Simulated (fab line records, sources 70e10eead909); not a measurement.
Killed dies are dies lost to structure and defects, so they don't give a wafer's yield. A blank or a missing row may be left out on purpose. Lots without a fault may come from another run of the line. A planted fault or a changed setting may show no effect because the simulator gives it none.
fab line records | flow nand_harc
record lots=24 wafers=72 last_day=25
route steps=1159 shown A_CHANNEL_HOLE_D1@463 A_CHANNEL_FILL_D1@495
lots that met no fault: from a run of the same line without faults
start_h: hours from the record's first day to the start of the lot's first wafer shown | wait_h: hours since the lot's step before | " the same as in the row above | L1.1+2: a row that stands for several wafers | - no value, or no start given | * or withheld: withheld | < > ~ a bound
route shown NAME@n: a module of which the file shows steps, and the number in the route of the first | usual: mean/standard deviation of fault-free wafers | same: alike in all rows | chamber/n: place in a boat | sites: the reading at each site | _std_site: their standard deviation | _edge_site: outer sites' mean less inner sites' | radius_mm: how far each site lies from the wafer's centre | mask NAME#n: copy n | behind: the tool/chamber that last shaped the wafer | hold: why the lot was held/for how many hours/how that ended | device: the transistor (n, p or np) that didn't switch | end of line: the same wafers' tests at the end of the route | a step without rows: its recipe alone | killed: dies lost to structure and defects at the first sort, not the wafer's yield | map: a wafer's dies, x killed, . not, _ none there
set.NAME: the setting as run; set.NAME@STEP: as run at that earlier step | model.NAME: the simulator's own value behind a step, which no gauge read
steps of the route over a sample of lots; a table a step, a row a wafer
services: from which hour (start_h, from the record's first day; less than 0 if before it) a tool's chamber was out of use, for how many hours, and why
## steps
# step NHARC_A_CHANNEL_HOLE_D1_OVL_MEAS_11
# usual overlay_x_nm=0.2/0.76 overlay_y_nm=0.2/0.6
# columns lot.wafer tool chamber start_h wait_h overlay_x_nm overlay_y_nm
L075.2 overlay-02 - 171.35 - 1.3 0.4
L075.3 " - " " 0.5 0.3
L075.4 " - " " 0.7 0.1
L074.1 overlay-02 - 171.63 - 0.3 0.4
L074.5 " - " " 0.5 0.5
L074.6 " - " " 0.2 -0.4
L076.3 overlay-01 - 188.96 - 1.1 0.0
L076.4 " - " " 0.7 0.7
L076.5 " - " " 1.2 0.3
L077.3 overlay-02 - 189.40 - 1.0 -1.0
L077.4 " - " " 1.0 -0.8
L077.6 " - " " 1.0 -0.4
L079.4 overlay-01 - 202.11 - 0.0 0.2
L079.5 " - " " 0.6 0.5
L079.6 " - " " 0.6 0.2
L078.2 overlay-01 - 202.93 - 0.8 1.1
L078.5 " - " " 0.9 0.5
L078.6 " - " " 0.7 0.8
L081.1 overlay-02 - 207.87 - 0.2 -0.3
L081.3 " - " " 0.1 -0.1
L081.4 " - " " -0.1 -0.5
L080.2 overlay-02 - 208.26 - 0.9 -1.1
L080.5 " - " " 0.2 -0.6
L080.6 " - " " 0.0 -0.4
L083.1 overlay-02 - 225.44 - -0.7 0.3
L083.4 " - " " -0.9 -0.2
L083.6 " - " " -0.1 0.3
L082.2 overlay-01 - 226.68 - -1.2 1.5
L082.5 " - " " -1.0 0.8
L082.6 " - " " -0.7 1.1
L084.4 overlay-01 - 244.37 - 0.4 -0.3
L084.5 " - " " 1.1 0.4
L084.6 " - " " 0.6 -0.3
L085.2 overlay-01 - 250.40 - -0.4 1.2
L085.3 " - " " -0.1 1.6
L085.5 " - " " -0.6 0.9
L086.1 overlay-02 - 250.71 - 0.0 0.1
L086.2 " - " " -0.3 0.1
L086.3 " - " " 0.0 -0.2
L088.1 overlay-01 - 259.49 - 1.0 0.1
L088.5 " - " " 1.1 0.3
L088.6 " - " " 0.8 0.6
L087.1 overlay-02 - 259.93 - 0.2 -0.1
L087.4 " - " " -0.1 0.5
L087.5 " - " " 0.6 0.1
L090.3 overlay-02 - 272.13 - 0.0 0.5
L090.5 " - " " 0.0 0.3
L090.6 " - " " 0.3 0.3
L089.1 overlay-02 - 272.34 - 0.1 0.4
L089.2 " - " " 0.7 0.0
L089.5 " - " " 0.6 -0.4
L091.1 overlay-02 - 276.88 - 1.8 -0.2
L091.4 " - " " 0.9 0.0
L091.6 " - " " 1.0 0.5
L092.2 overlay-01 - 277.17 - 0.0 0.5
L092.3 " - " " 0.1 0.3
L092.6 " - " " 0.4 0.6
L093.3 overlay-01 - 285.57 - -0.8 -0.8
L093.4 " - " " 0.1 -0.4
L093.6 " - " " -0.2 -0.9
L094.1 overlay-02 - 294.17 - -0.1 0.8
L094.3 " - " " -0.5 0.9
L094.4 " - " " 0.6 0.8
L096.1 overlay-02 - 304.76 - -1.4 -0.7
L096.2 " - " " -1.5 -0.8
L096.5 " - " " -1.7 -0.8
L095.2 overlay-02 - 305.53 - -1.1 0.5
L095.4 " - " " -0.8 0.4
L095.5 " - " " -0.5 0.8
L097.2 overlay-02 - 313.09 - 0.1 0.2
L097.3 " - " " -0.3 0.7
L097.5 " - " " -0.8 0.0
# step NHARC_A_CHANNEL_HOLE_D1_ETCH_38
# recipe target_depth_a=390 over_etch_frac=0.3 time_s=65 ion_energy_ev=80 cf4_flow_sccm=150 ar_flow_sccm=0 rf_w=300 bias_w=100 chemistry=CF4
# usual drypump_motor_current_A=5.8/0.34 oes_product_au=1.000/0.011 rf_vpp_V=151.4/1.3 showerhead_plenum_p_Torr=1.78/0.068 throttle_valve_pct=13.284/0.0086
# columns lot.wafer tool chamber start_h wait_h drypump_motor_current_A oes_product_au rf_hours_counter_h rf_vpp_V showerhead_plenum_p_Torr throttle_valve_pct
L075.3 rie_diel-08 1 171.54 0.1 5.6 1.014 2 149.5 1.72 13.280
L075.2 " 2 " " 5.8 1.007 2 153.3 1.89 13.288
L075.4 " 0 " " 6.1 1.012 2 151.1 1.74 13.269
L074.1 rie_diel-07 2 171.83 0.1 5.7 0.989 10 149.9 1.67 13.278
L074.5 " 3 " " 5.4 0.996 - 149.7 1.72 13.296
L074.6 " 0 " " 5.3 1.001 - 151.7 1.82 13.293
L076.3 rie_diel-08 2 189.18 0.1 5.8 0.993 3 152.6 1.89 13.266
L076.5 " 1 " " 5.6 0.994 - 150.9 1.72 13.280
L076.4 " 2 " " 5.8 0.987 - 152.7 1.89 13.279
L077.3 rie_diel-07 0 189.59 0.1 5.3 0.997 12 151.2 1.82 13.306
L077.4 " 1 " " 5.9 0.981 11 153.8 1.87 13.302
L077.6 " 0 " " 5.3 1.002 - 151.9 1.82 13.273
L079.4 rie_diel-08 0 202.30 0.1 6.1 1.004 4 151.2 1.74 13.271
L079.5 " 2 " " 5.7 1.001 - 152.2 1.89 13.301
L079.6 " 3 " " 5.4 1.013 - 149.9 1.69 13.285
L078.2 rie_diel-07 2 203.13 0.1 5.7 0.985 12 149.7 1.66 13.285
L078.5 " 0 " " 5.3 1.014 - 151.7 1.82 13.276
L078.6 " 1 " " 5.8 0.994 - 153.3 1.87 13.288
L081.3 rie_diel-04 3 208.07 0.1 6.2 0.981 5 152.7 1.82 13.279
L081.1 " 2 " " 6.3 1.009 4 150.7 1.78 13.267
L081.4 " 1 " " 6.3 1.019 - 151.9 1.81 13.296
L080.2 rie_diel-07 3 208.46 0.1 5.4 0.980 13 150.6 1.72 13.289
L080.5 " 3 " " 5.4 0.979 - 148.9 1.72 13.274
L080.6 " 0 " " 5.3 1.005 - 153.5 1.82 13.286
L083.1 rie_diel-08 1 225.62 0.1 5.6 1.006 5 151.3 1.72 13.287
L083.4 " 0 " " 6.0 0.999 5 150.4 1.74 13.285
L083.6 " 2 " " 5.8 1.000 - 153.4 1.89 13.294
L082.2 rie_diel-04 3 226.86 0.1 6.2 0.988 6 153.1 1.82 13.278
L082.5 " 3 " " 6.1 0.992 - 151.7 1.82 13.288
L082.6 " 0 " " 6.1 0.995 - 152.2 1.81 13.271
L084.4 rie_diel-07 0 244.55 0.1 5.3 1.010 0 152.4 1.82 13.288
L084.6 " 0 " " 5.3 1.012 - 151.6 1.82 13.273
L084.5 " 1 " " 5.9 0.987 - 152.7 1.87 13.282
L085.2 rie_diel-08 1 250.59 0.1 5.6 1.003 6 152.2 1.72 13.286
L085.3 " 0 " " 6.1 1.005 6 151.9 1.74 13.277
L085.5 " 2 " " 5.8 1.014 - 153.0 1.89 13.277
L086.1 rie_diel-04 0 250.94 0.1 6.1 0.998 8 151.8 1.81 13.287
L086.2 " 1 " " 6.3 1.009 9 151.2 1.80 13.281
L086.3 " 2 " " 6.3 1.008 8 151.6 1.78 13.291
L088.1 rie_diel-08 0 259.68 0.1 6.1 0.996 7 151.1 1.74 13.269
L088.5 " 0 " " 6.1 1.011 - 149.8 1.74 13.288
L088.6 " 1 " " 5.6 0.994 - 150.5 1.72 13.278
L087.4 rie_diel-07 0 260.12 0.1 5.3 1.006 2 152.3 1.82 13.271
L087.1 " 1 " " 5.8 0.980 1 152.4 1.87 13.302
L087.5 " 3 " " 5.4 1.000 - 151.0 1.72 13.273
L090.3 rie_diel-08 3 272.31 0.1 5.4 1.004 7 149.1 1.69 13.288
L090.5 " 3 " " 5.4 1.010 - 150.1 1.69 13.281
L090.6 " 0 " " 6.1 0.992 - 151.5 1.74 13.303
L089.2 rie_diel-04 0 272.52 0.1 6.1 1.010 8 151.9 1.81 13.290
L089.1 " 1 " " 6.3 1.020 10 151.0 1.80 13.298
L089.5 " 0 " " 6.1 1.006 - 152.6 1.81 13.275
L091.4 rie_diel-04 0 277.07 0.1 6.1 1.004 9 150.0 1.81 13.281
L091.1 " 3 " " 6.2 0.985 10 151.5 1.82 13.287
L091.6 " 0 " " 6.1 1.009 - 152.0 1.81 13.272
L092.3 rie_diel-07 3 277.35 0.1 5.4 0.993 3 150.4 1.72 13.280
L092.2 " 0 " " 5.3 1.007 3 152.2 1.82 13.278
L092.6 " 3 " " 5.4 0.998 - 149.0 1.72 13.283
L093.4 rie_diel-04 3 285.76 0.1 6.2 0.978 10 151.4 1.82 13.294
L093.3 " 0 " " 6.1 1.005 10 151.8 1.81 13.267
L093.6 " 0 " " 6.1 1.006 - 151.2 1.81 13.283
L094.3 rie_diel-07 1 294.36 0.1 5.9 0.978 4 150.9 1.87 13.284
L094.1 " 3 " " 5.4 0.987 4 150.1 1.72 13.292
L094.4 " 0 " " 5.3 1.005 5 151.0 1.82 13.290
L096.2 rie_diel-04 2 304.94 0.1 6.3 0.996 1 151.2 1.78 13.291
L096.1 " 1 " " 6.3 0.994 1 152.9 1.80 13.287
L096.5 " 2 " " 6.3 1.003 - 151.9 1.78 13.290
L095.4 rie_diel-07 0 305.72 0.1 5.3 1.018 6 153.6 1.82 13.279
L095.2 " 2 " " 5.7 0.996 5 148.7 1.66 13.281
L095.5 " 0 " " 5.3 1.020 - 152.3 1.82 13.286
L097.2 rie_diel-08 1 313.28 0.1 5.6 0.992 0 149.4 1.72 13.291
L097.3 " 3 " " 5.4 0.985 0 151.2 1.69 13.292
L097.5 " 1 " " 5.6 0.992 - 150.5 1.72 13.283
# step NHARC_A_CHANNEL_HOLE_D1_ETCH_34
# recipe target_depth_a=1540 time_s=77 cf4_flow_sccm=100 chf3_flow_sccm=30 ar_flow_sccm=0 rf_w=500 bias_w=200 chemistry=CF4/CHF3
# usual drypump_motor_current_A=5.8/0.34 oes_product_au=0.948/0.025 rf_vpp_V=371.1/2.3 showerhead_plenum_p_Torr=1.59/0.062 throttle_valve_pct=16.801/0.0082
# columns lot.wafer tool chamber start_h wait_h drypump_motor_current_A oes_product_au rf_hours_counter_h rf_vpp_V showerhead_plenum_p_Torr throttle_valve_pct
L075.4 rie_diel-08 0 - - 6.1 0.975 2 368.6 1.55 16.804
L075.2 " 1 " " 5.5 0.967 2 369.5 1.53 16.806
L075.3 " 2 " " 5.7 0.948 2 374.5 1.69 16.801
L074.1 rie_diel-07 0 - - 5.3 0.978 11 373.1 1.62 16.802
L074.5 " 0 " " 5.3 0.976 - 372.1 1.62 16.797
L074.6 " 1 " " 5.9 0.955 - 374.0 1.67 16.805
L076.3 rie_diel-08 0 - - 6.1 0.937 3 371.2 1.55 16.808
L076.5 " 2 " " 5.7 0.918 - 373.8 1.69 16.799
L076.4 " 0 " " 6.1 0.933 - 369.9 1.55 16.798
L077.4 rie_diel-07 0 - - 5.3 0.928 12 372.8 1.62 16.800
L077.3 " 2 " " 5.7 0.915 11 366.6 1.48 16.810
L077.6 " 3 " " 5.4 0.917 - 368.5 1.53 16.800
L079.4 rie_diel-08 2 - - 5.8 0.974 4 373.6 1.69 16.800
L079.5 " 1 " " 5.6 0.975 - 369.7 1.53 16.801
L079.6 " 2 " " 5.8 0.969 - 375.6 1.69 16.796
L078.2 rie_diel-07 2 - - 5.7 0.908 12 368.2 1.48 16.807
L078.5 " 0 " " 5.3 0.934 - 371.7 1.62 16.803
L078.6 " 1 " " 5.8 0.917 - 372.5 1.67 16.789
L081.1 rie_diel-04 3 - - 6.2 0.926 5 371.2 1.62 16.797
L081.3 " 1 " " 6.3 0.946 5 371.8 1.61 16.789
L081.4 " 3 " " 6.2 0.915 - 371.1 1.62 16.806
L080.2 rie_diel-07 3 - - 5.4 0.915 13 369.6 1.53 16.797
L080.6 " 2 " " 5.7 0.913 - 367.5 1.48 16.795
L080.5 " 3 " " 5.4 0.917 - 371.0 1.53 16.818
L083.4 rie_diel-08 2 - - 5.8 0.933 6 375.0 1.69 16.808
L083.1 " 0 " " 6.1 0.931 5 370.6 1.55 16.816
L083.6 " 2 " " 5.8 0.937 - 374.2 1.69 16.794
L082.2 rie_diel-04 0 - - 6.1 0.956 6 373.1 1.61 16.803
L082.6 " 3 " " 6.2 0.944 - 372.7 1.62 16.797
L082.5 " 0 " " 6.1 0.942 - 372.5 1.61 16.817
L084.4 rie_diel-07 2 - - 5.6 0.952 0 367.8 1.48 16.807
L084.5 " 3 " " 5.4 0.971 - 369.7 1.53 16.791
L084.6 " 0 " " 5.3 0.991 - 373.4 1.62 16.794
L085.2 rie_diel-08 1 - - 5.6 0.941 6 368.0 1.53 16.804
L085.3 " 2 " " 5.8 0.930 7 375.2 1.69 16.791
L085.5 " 1 " " 5.6 0.933 - 369.2 1.53 16.816
L086.3 rie_diel-04 3 - - 6.2 0.915 8 373.3 1.62 16.798
L086.1 " 0 " " 6.1 0.919 8 371.4 1.61 16.799
L086.2 " 1 " " 6.3 0.931 9 373.3 1.61 16.804
L088.1 rie_diel-08 2 - - 5.8 0.924 8 374.9 1.68 16.816
L088.6 " 1 " " 5.6 0.930 - 368.1 1.53 16.800
L088.5 " 2 " " 5.8 0.930 - 373.2 1.68 16.810
L087.1 rie_diel-07 0 - - 5.3 0.979 2 372.6 1.62 16.788
L087.4 " 2 " " 5.7 0.965 1 366.5 1.48 16.793
L087.5 " 0 " " 5.3 0.995 - 373.1 1.62 16.814
L090.3 rie_diel-08 1 - - 5.5 0.936 8 369.6 1.53 16.807
L090.6 " 0 " " 6.1 0.929 - 368.5 1.55 16.803
L090.5 " 1 " " 5.6 0.931 - 368.6 1.53 16.820
L089.2 rie_diel-04 1 - - 6.3 0.952 10 371.0 1.61 16.793
L089.1 " 2 " " 6.3 0.973 9 370.6 1.58 16.801
L089.5 " 2 " " 6.3 0.967 - 370.9 1.58 16.811
L091.1 rie_diel-04 3 - - 6.1 0.935 10 370.7 1.62 16.807
L091.4 " 0 " " 6.1 0.973 9 372.4 1.61 16.807
L091.6 " 2 " " 6.3 0.983 - 370.7 1.58 16.779
L092.3 rie_diel-07 1 - - 5.9 0.949 3 372.8 1.67 16.805
L092.2 " 2 " " 5.7 0.965 3 367.3 1.48 16.806
L092.6 " 3 " " 5.4 0.982 - 369.6 1.53 16.812
L093.3 rie_diel-04 3 - - 6.2 0.907 11 373.5 1.62 16.796
L093.4 " 1 " " 6.3 0.940 12 370.8 1.61 16.808
L093.6 " 0 " " 6.1 0.932 - 371.6 1.61 16.795
L094.1 rie_diel-07 3 - - 5.4 0.913 4 368.8 1.53 16.810
L094.4 " 0 " " 5.3 0.933 5 373.3 1.62 16.791
L094.3 " 1 " " 5.9 0.914 4 374.4 1.67 16.802
L096.2 rie_diel-04 1 - - 6.3 0.978 1 372.0 1.60 16.819
L096.1 " 3 " " 6.2 0.960 1 373.6 1.62 16.797
L096.5 " 0 " " 6.1 0.968 - 371.5 1.61 16.801
L095.4 rie_diel-07 0 - - 5.3 0.976 6 372.0 1.62 16.796
L095.2 " 3 " " 5.4 0.964 6 366.7 1.53 16.802
L095.5 " 0 " " 5.3 0.980 - 372.1 1.62 16.795
L097.2 rie_diel-08 2 - - 5.8 0.961 0 373.4 1.68 16.801
L097.3 " 0 " " 6.1 0.990 0 368.6 1.55 16.805
L097.5 " 2 " " 5.8 0.967 - 375.2 1.68 16.787
# step NHARC_A_CHANNEL_HOLE_D1_ETCH_26
# recipe bias_v=300 source_w=2000 pressure_mtorr=30 time_s=224.1 ar_flow_sccm=375 c4f8_flow_sccm=11.4 o2_flow_sccm=113.6 temp_c=-20 target_depth_a=3000 chemistry=C4F8/O2/Ar
# usual drypump_motor_current_A=5.7/0.41 showerhead_plenum_p_Torr=3.75/0.097 temp_c=-19.98/0.092 throttle_valve_pct=24.584/0.01
# columns lot.wafer tool chamber start_h wait_h drypump_motor_current_A rf_hours_counter_h showerhead_plenum_p_Torr temp_c throttle_valve_pct
L075.2 har_etch-01 0 176.40 0.7 5.7 192 3.61 -20.07 24.578
L075.4 " 0 " " 5.7 - 3.61 -19.93 24.572
L075.3 " 1 " " 6.0 - 3.88 -19.92 24.575
L074.1 har_etch-02 0 176.66 0.7 5.1 110 3.76 -20.04 24.587
L074.6 " 0 " " 5.1 - 3.76 -20.12 24.574
L074.5 " 1 " " 6.1 - 3.83 -20.09 24.601
L076.4 har_etch-01 0 194.29 0.5 5.7 - 3.61 -19.84 24.588
L076.3 " 1 " " 6.0 - 3.87 -19.98 24.590
L076.5 " 1 " " 6.0 - 3.87 -19.82 24.588
L077.4 har_etch-02 1 194.54 0.5 6.1 - 3.82 -20.17 24.590
L077.3 " 0 " " 5.1 - 3.75 -19.92 24.577
L077.6 " 0 " " 5.1 - 3.76 -19.95 24.587
L079.4 har_etch-02 0 207.23 0.5 5.1 - 3.75 -20.06 24.577
L079.5 " 0 " " 5.1 - 3.75 -20.11 24.582
L079.6 " 1 " " 6.0 - 3.82 -19.95 24.594
L078.2 har_etch-01 1 208.81 0.7 6.0 201 3.87 -20.15 24.577
L078.6 " 1 " " 6.0 - 3.87 -19.99 24.587
L078.5 " 0 " " 5.7 - 3.60 -20.02 24.585
L081.1 har_etch-02 1 213.14 0.7 6.1 123 3.82 -19.97 24.586
L081.4 " 1 " " 6.1 - 3.82 -19.95 24.591
L081.3 " 0 " " 5.1 - 3.75 -20.01 24.568
L080.2 har_etch-01 1 213.36 0.6 6.0 205 3.87 -19.99 24.579
L080.6 " 0 " " 5.7 - 3.60 -19.90 24.587
L080.5 " 1 " " 6.0 - 3.87 -19.98 24.587
L083.1 har_etch-01 1 230.51 0.7 6.0 212 3.87 -20.03 24.596
L083.4 " 0 " " 5.7 - 3.60 -19.76 24.595
L083.6 " 1 " " 6.0 - 3.87 -19.98 24.598
L082.2 har_etch-02 0 231.78 0.6 5.1 131 3.75 -20.19 24.576
L082.5 " 1 " " 6.1 - 3.81 -19.89 24.566
L082.6 " 0 " " 5.1 - 3.75 -20.01 24.595
L084.4 har_etch-01 1 249.48 0.5 6.0 - 3.86 -20.15 24.587
L084.5 " 1 " " 6.0 - 3.86 -20.02 24.570
L084.6 " 0 " " 5.7 - 3.59 -19.86 24.584
L085.2 har_etch-01 1 255.52 0.6 6.0 223 3.86 -19.93 24.553
L085.3 " 1 " " 6.0 - 3.86 -20.04 24.590
L085.5 " 1 " " 6.0 - 3.86 -20.06 24.574
L086.1 har_etch-02 1 255.84 0.7 6.1 141 3.81 -20.06 24.593
L086.2 " 0 " " 5.1 141 3.74 -19.89 24.586
L086.3 " 0 " " 5.1 - 3.74 -20.01 24.596
L088.1 har_etch-01 1 264.59 0.6 6.0 227 3.86 -19.91 24.570
L088.5 " 0 " " 5.7 - 3.59 -20.03 24.581
L088.6 " 1 " " 6.1 - 3.86 -19.94 24.585
L087.1 har_etch-02 0 264.96 0.7 5.1 145 3.74 -19.87 24.576
L087.4 " 0 " " 5.1 - 3.74 -20.04 24.586
L087.5 " 0 " " 5.1 - 3.74 -19.92 24.585
L090.3 har_etch-01 1 277.28 0.4 6.0 - 3.85 -20.03 24.588
L090.6 " 0 " " 5.7 - 3.59 -19.93 24.581
L090.5 " 1 " " 6.0 - 3.85 -20.06 24.597
L089.2 har_etch-02 1 277.39 0.7 6.0 151 3.80 -19.96 24.584
L089.1 " 0 " " 5.1 151 3.74 -20.05 24.588
L089.5 " 1 " " 6.0 - 3.80 -19.96 24.576
L091.1 har_etch-01 0 281.98 0.6 5.7 236 3.58 -19.83 24.583
L091.4 " 0 " " 5.7 - 3.58 -19.91 24.587
L091.6 " 0 " " 5.7 - 3.58 -19.99 24.583
L092.2 har_etch-02 1 282.25 0.6 6.0 155 3.80 -19.86 24.580
L092.3 " 0 " " 5.1 - 3.73 -20.01 24.604
L092.6 " 1 " " 6.0 - 3.80 -19.98 24.596
L093.3 har_etch-02 0 290.78 0.5 5.1 - 3.73 -19.93 24.574
L093.4 " 1 " " 6.1 - 3.80 -20.01 24.596
L093.6 " 1 " " 6.1 - 3.80 -20.00 24.586
L094.1 har_etch-01 1 299.27 0.6 6.1 243 3.85 -19.87 24.590
L094.4 " 0 " " 5.8 - 3.58 -20.01 24.592
L094.3 " 1 " " 6.0 - 3.85 -20.03 24.592
L096.2 har_etch-02 0 309.83 0.7 5.1 167 3.73 -20.07 24.588
L096.1 " 1 " " 6.1 167 3.79 -19.87 24.597
L096.5 " 0 " " 5.1 - 3.73 -20.02 24.583
L095.2 har_etch-02 1 314.00 0.7 6.1 171 3.79 -19.97 24.547
L095.4 " 0 " " 5.1 - 3.72 -19.97 24.580
L095.5 " 1 " " 6.1 - 3.79 -20.11 24.583
L097.2 har_etch-02 1 321.50 0.7 6.1 178 3.79 -19.97 24.577
L097.3 " 0 " " 5.1 - 3.72 -19.93 24.584
L097.5 " 0 " " 5.1 - 3.72 -19.98 24.576
# step NHARC_A_CHANNEL_FILL_D1_ALD_15
# recipe target_thk_a=20 pulse_time_s=60 ald_cycles=19 temp_c=630 pressure_torr=2 material=SiNx
# usual precursor_pulse_height_rel=0.999/0.019
# columns lot.wafer tool chamber start_h wait_h precursor_pulse_height_rel
L074.1 ald_sin_batch-01 0 - - 0.974
L074.5 " 0 " " 0.990
L074.6 " 0 " " 1.005
L075.2 ald_sin_batch-01 0 - - 1.012
L075.3 " 0 " " 1.010
L075.4 " 0 " " 1.023
L076.3 ald_sin_batch-03 0 - - 1.010
L076.4 " 0 " " 0.984
L076.5 " 0 " " 1.006
L077.3 ald_sin_batch-03 0 - - 1.014
L077.4 " 0 " " 0.964
L077.6 " 0 " " 0.998
L078.2 ald_sin_batch-02 0 - - 1.014
L078.5 " 0 " " 0.960
L078.6 " 0 " " 1.010
L079.4 ald_sin_batch-02 0 - - 0.996
L079.5 " 0 " " 1.016
L079.6 " 0 " " 1.000
L080.2 ald_sin_batch-02 0 - - 1.004
L080.5 " 0 " " 1.007
L080.6 " 0 " " 1.017
L081.1 ald_sin_batch-02 0 - - 1.015
L081.3 " 0 " " 1.020
L081.4 " 0 " " 1.026
L082.2 ald_sin_batch-01 0 - - 0.978
L082.5 " 0 " " 0.985
L082.6 " 0 " " 1.002
L083.1 ald_sin_batch-01 0 - - 0.995
L083.4 " 0 " " 0.990
L083.6 " 0 " " 0.975
L084.4 ald_sin_batch-03 0 - - 0.977
L084.5 " 0 " " 1.024
L084.6 " 0 " " 0.973
L085.2 ald_sin_batch-01 0 - - 0.988
L085.3 " 0 " " 1.002
L085.5 " 0 " " 0.996
L086.1 ald_sin_batch-01 0 - - 0.990
L086.2 " 0 " " 1.027
L086.3 " 0 " " 1.000
L087.1 ald_sin_batch-03 0 - - 0.982
L087.4 " 0 " " 0.988
L087.5 " 0 " " 0.982
L088.1 ald_sin_batch-03 0 - - 1.021
L088.5 " 0 " " 0.998
L088.6 " 0 " " 0.982
L089.1 ald_sin_batch-02 0 - - 1.005
L089.2 " 0 " " 1.001
L089.5 " 0 " " 0.983
L090.3 ald_sin_batch-02 0 - - 1.006
L090.5 " 0 " " 0.988
L090.6 " 0 " " 1.023
L091.1 ald_sin_batch-01 0 - - 1.035
L091.4 " 0 " " 0.987
L091.6 " 0 " " 0.978
L092.2 ald_sin_batch-01 0 - - 0.974
L092.3 " 0 " " 1.021
L092.6 " 0 " " 1.036
L093.3 ald_sin_batch-01 0 - - 0.973
L093.4 " 0 " " 1.026
L093.6 " 0 " " 0.991
L094.1 ald_sin_batch-02 0 - - 0.981
L094.3 " 0 " " 1.026
L094.4 " 0 " " 0.973
L096.1 ald_sin_batch-02 0 - - 0.974
L096.2 " 0 " " 1.013
L096.5 " 0 " " 0.997
L095.2 ald_sin_batch-01 0 - - 0.985
L095.4 " 0 " " 0.993
L095.5 " 0 " " 1.005
L097.2 ald_sin_batch-01 0 - - 0.995
L097.3 " 0 " " 1.027
L097.5 " 0 " " 0.994
# step NHARC_A_CHANNEL_FILL_D1_CMP_10
# recipe target_thk_nm=150
# usual motor_current_A=12.3/1.2 slurry_filter_dp_kPa=13.49/0.13 slurry_flow_ml_min=150.0/0.47 time_to_endpoint_s=15/3.1
# columns lot.wafer tool chamber start_h wait_h motor_current_A slurry_filter_dp_kPa slurry_flow_ml_min time_to_endpoint_s
L075.3 cmp-04 3 228.43 0.4 12.8 13.60 149.8 19
L075.4 " 0 " " 11.4 13.44 150.2 21
L075.2 " 1 " " 12.3 13.60 149.6 18
L074.1 cmp-01 3 228.45 0.4 11.8 13.50 149.9 11
L074.5 " 1 " " 10.9 13.62 150.1 19
L074.6 " 2 " " 14.1 13.40 150.7 14
L077.3 cmp-01 3 245.49 0.4 12.3 13.41 149.7 12
L077.4 " 1 " " 11.4 13.65 150.2 18
L077.6 " 0 " " 13.2 13.36 150.5 12
L076.4 cmp-01 3 248.60 0.4 11.6 13.73 150.1 9
L076.3 " 0 " " 13.8 13.54 150.0 13
L076.5 " 3 " " 12.1 13.63 150.1 12
L078.2 cmp-04 3 256.68 0.4 11.8 13.65 150.2 15
L078.5 " 3 " " 11.9 13.39 150.3 17
L078.6 " 0 " " 12.1 13.47 149.6 17
L079.4 cmp-03 2 256.75 0.4 13.4 13.64 149.9 18
L079.6 " 3 " " 13.0 13.70 149.2 13
L079.5 " 0 " " 11.8 13.45 150.2 11
L081.1 cmp-04 1 262.61 0.4 12.9 13.55 149.5 13
L081.4 " 2 " " 9.3 13.41 150.7 12
L081.3 " 3 " " 12.4 13.31 149.4 16
L080.2 cmp-03 0 262.69 0.4 12.5 13.44 149.0 12
L080.6 " 1 " " 13.1 13.57 150.0 14
L080.5 " 2 " " 13.4 13.25 149.8 16
L083.4 cmp-04 0 280.29 0.4 12.1 13.56 149.7 19
L083.1 " 1 " " 12.4 13.76 150.4 15
L083.6 " 3 " " 12.5 13.48 150.8 19
L082.2 cmp-03 1 280.32 0.4 12.9 13.56 150.0 15
L082.5 " 3 " " 13.1 13.49 151.3 19
L082.6 " 0 " " 12.0 13.48 149.7 9
L084.4 cmp-01 1 299.18 0.4 11.2 13.43 149.9 13
L084.6 " 2 " " 13.8 13.36 150.1 14
L084.5 " 3 " " 12.1 13.42 149.5 8
L086.2 cmp-03 3 307.69 0.4 13.4 13.64 150.3 15
L086.3 " 0 " " 11.7 13.52 149.7 9
L086.1 " 2 " " 13.0 13.56 149.6 18
L085.2 cmp-01 3 307.71 0.4 12.0 13.45 148.6 10
L085.3 " 1 " " 11.1 13.53 149.8 15
L085.5 " 2 " " 13.7 13.45 149.2 14
L087.1 cmp-03 0 314.02 0.4 12.3 13.67 150.6 9
L087.4 " 3 " " 13.8 13.43 150.5 13
L087.5 " 0 " " 12.4 13.67 149.6 9
L088.1 cmp-04 1 314.10 0.4 12.9 13.54 150.1 14
L088.5 " 2 " " 9.4 13.61 150.4 15
L088.6 " 3 " " 12.3 13.57 149.9 16
L089.2 cmp-03 3 328.03 0.4 13.4 13.61 150.1 16
L089.1 " 2 " " 12.9 13.37 149.3 16
L089.5 " 3 " " 12.9 13.61 149.3 13
L090.3 cmp-04 2 328.07 0.4 9.3 13.34 150.9 16
L090.6 " 0 " " 11.5 13.66 150.3 18
L090.5 " 1 " " 12.4 13.44 150.0 18
L091.4 cmp-01 0 335.13 0.4 13.1 13.43 149.9 12
L091.1 " 2 " " 14.4 13.15 149.8 14
L091.6 " 1 " " 11.2 13.52 149.9 17
L092.3 cmp-03 1 335.16 0.4 12.8 13.46 148.7 15
L092.2 " 3 " " 13.2 13.57 150.4 16
L092.6 " 1 " " 13.0 13.48 149.8 18
L093.3 cmp-03 0 341.04 0.4 11.8 13.58 150.2 10
L093.4 " 1 " " 13.0 13.51 149.3 13
L093.6 " 1 " " 12.5 13.52 149.7 14
L094.1 cmp-01 1 350.11 0.4 11.8 13.43 149.9 18
L094.4 " 2 " " 13.4 13.28 150.1 14
L094.3 " 3 " " 11.2 13.33 150.8 14
L095.2 cmp-04 1 361.42 0.4 12.8 13.45 149.1 14
L095.4 " 2 " " 8.9 13.43 150.4 14
L095.5 " 1 " " 12.8 13.32 150.5 12
L096.2 cmp-01 1 365.01 0.4 11.8 13.83 149.3 19
L096.1 " 0 " " 13.7 13.69 150.7 15
L096.5 " 2 " " 13.5 13.04 149.2 17
L097.2 cmp-04 0 376.74 0.4 11.6 13.17 150.5 21
L097.3 " 3 " " 12.1 13.38 149.4 20
L097.5 " 0 " " 11.8 13.54 150.3 20
## services
# columns tool chamber start_h hours kind
cmp-04 - 153.62 1.7 repair
cmp-03 - 160.36 4.0 pm
cmp-04 - 172.87 2.7 repair
rie_diel-08 3 174.32 3.6 repair
rie_diel-08 1 175.28 5.2 repair
cmp-01 - 179.69 4.0 pm
rie_diel-04 3 182.07 5.7 repair
cmp-03 - 186.84 3.4 repair
rie_diel-08 3 186.98 3.7 repair
rie_diel-04 0 197.17 15.3 repair
rie_diel-04 2 199.22 7.9 repair
har_etch-01 - 202.43 2.6 repair
cmp-04 - 203.00 4.0 pm
rie_diel-07 - 228.20 9.0 pm
cmp-03 - 239.48 0.4 repair
cmp-03 - 258.39 4.0 pm
rie_diel-04 - 288.92 9.0 pm
rie_diel-08 1 289.45 9.2 repair
rie_diel-07 - 290.84 0.3 repair
rie_diel-08 - 301.82 9.0 pm
har_etch-01 - 305.00 17.0 pm
rie_diel-04 2 310.00 5.4 repair
rie_diel-08 2 326.84 4.0 repair
rie_diel-04 0 374.74 6.6 repair
## key
fault none
